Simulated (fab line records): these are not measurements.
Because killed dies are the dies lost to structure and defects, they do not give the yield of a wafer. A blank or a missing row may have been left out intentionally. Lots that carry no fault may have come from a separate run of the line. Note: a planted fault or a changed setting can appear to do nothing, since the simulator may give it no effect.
Matching of chambers | flow n5-finfet | N5_MOL_CONTACT_COAG_CMP_23 on cmp-01 has 4 sister chambers
The step polishes, stops on SiO2, t overpolish 1.5 s, target thk 0 nm. 8 wafers are shown with their chamber, then 11 later ones without.

== WAFERS PAIRED WITH THEIR CHAMBERS ==
wafer  | chamber | time-to-endpoint-s (s) | motor-current-A (A)
L077.4 | 0       | 15.8                   | 8.7
L077.5 | 0       | 17.6                   | 8.5
L081.1 | 3       | 14.4                   | 8.5
L085.6 | 1       | 9.9                    | 7.9
L087.1 | 1       | 11.0                   | 7.8
L087.2 | 2       | 10.8                   | 8.2
L087.5 | 2       | 10.1                   | 8.2
L088.2 | 3       | 11.1                   | 8.0

== WAFERS WHOSE CHAMBER IS MISSING ==
wafer  | time-to-endpoint-s (s) | motor-current-A (A)
L088.3 | 8.9                    | 8.2
L088.6 | 12.0                   | 8.2
L089.2 | 8.7                    | 8.1
L089.3 | 8.9                    | 8.3
L089.5 | 7.0                    | 8.5
L092.1 | 10.0                   | 8.3
L092.2 | 12.7                   | 7.8
L092.4 | 10.5                   | 8.2
L094.1 | 3.7                    | 8.3
L094.3 | 7.2                    | 8.6
L094.4 | 8.3                    | 8.0

== CHAMBER TAKEN BY EACH ==
wafer  | from the rows above          | in truth
L088.3 | can't be placed: 2 or 1 or 3 | 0
L088.6 | can't be placed: 3 or 2 or 1 | 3
L089.2 | can't be placed: 2 or 1 or 3 | 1
L089.3 | can't be placed: 2 or 1 or 3 | 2
L089.5 | can't be placed: 2 or 1 or 3 | 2
L092.1 | can't be placed: 2 or 3 or 1 | 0
L092.2 | can't be placed: 1 or 3 or 2 | 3
L092.4 | can't be placed: 2 or 3 or 1 | 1
L094.1 | can't be placed: 2 or 1 or 3 | 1
L094.3 | can't be placed: 2 or 3 or 1 | 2
L094.4 | can't be placed: 1 or 2 or 3 | 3
Placed correctly: 0 of 11. From these rows, 11 cannot be placed; in 9 the true chamber is one of the candidates. Wrongly placed: 0.
How it was worked out, from the rows above alone: a wafer's distance from a chamber is the root of the sum, over the readings, of the square of ((its reading less the chamber's mean) divided by the reading's scatter). The wafer belongs to the nearest chamber; if the next one is less than 2 further off, it can't be placed. A chamber's mean is the mean of its shown wafers. The scatter is the square root of a quotient: the sum, over the shown wafers, of each reading's squared deviation from its chamber's mean, divided by wafers minus chambers.
